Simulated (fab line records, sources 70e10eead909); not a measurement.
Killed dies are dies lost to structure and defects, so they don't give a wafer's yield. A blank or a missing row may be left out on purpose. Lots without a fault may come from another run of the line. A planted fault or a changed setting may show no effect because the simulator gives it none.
Chamber matching | flow nand_harc | NHARC_P_GATE_DESCUM_13 on rie_diel-08: 4 sister chambers
The step chemistry O2, time 3 s. 8 wafers are shown with their chamber, then 9 later ones without.

WAFERS WITH THEIR CHAMBER
wafer  | chamber | drypump_motor_current_A (A) | oes_product_au (a.u.)
L085.6 | 2       | 5.5                         | 0.969
L089.6 | 3       | 5.9                         | 0.983
L091.2 | 2       | 5.6                         | 0.987
L091.5 | 1       | 5.7                         | 0.994
L091.6 | 0       | 5.8                         | 1.005
L092.1 | 3       | 5.9                         | 0.972
L092.3 | 0       | 5.9                         | 0.987
L092.6 | 1       | 5.7                         | 0.988

WAFERS WITHOUT THEIR CHAMBER
wafer  | drypump_motor_current_A (A) | oes_product_au (a.u.)
L094.1 | 5.8                         | 0.978
L094.5 | 5.6                         | 0.999
L094.6 | 5.7                         | 1.001
L095.1 | 5.6                         | 0.986
L095.2 | 5.6                         | 0.992
L095.3 | 5.9                         | 0.978
L096.3 | 5.9                         | 0.976
L096.4 | 5.8                         | 0.976
L096.6 | 5.7                         | 0.990

WHICH CHAMBER EACH WENT THROUGH
wafer  | from the rows above          | in truth
L094.1 | can't be placed: 3 or 0 or 1 | 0
L094.5 | can't be placed: 1 or 2      | 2
L094.6 | 1                            | 1
L095.1 | can't be placed: 2 or 1      | 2
L095.2 | can't be placed: 2 or 1      | 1
L095.3 | 3                            | 3
L096.3 | 3                            | 3
L096.4 | can't be placed: 3 or 0 or 1 | 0
L096.6 | 1                            | 1
Placed correctly: 4 of 9. Can't be placed from these rows: 5 (the true chamber is among the candidates in 5). Placed wrongly: 0.
How it was worked out, from the rows above alone: a wafer's distance from a chamber is the root of the sum, over the readings, of the square of ((its reading less the chamber's mean) divided by the reading's scatter). The wafer belongs to the nearest chamber; if the next one is less than 2 further off, it can't be placed. A chamber's mean is the mean of its shown wafers. The scatter: the root of (the sum of the squares of (reading less its chamber's mean) over the shown wafers, divided by (wafers less chambers)).
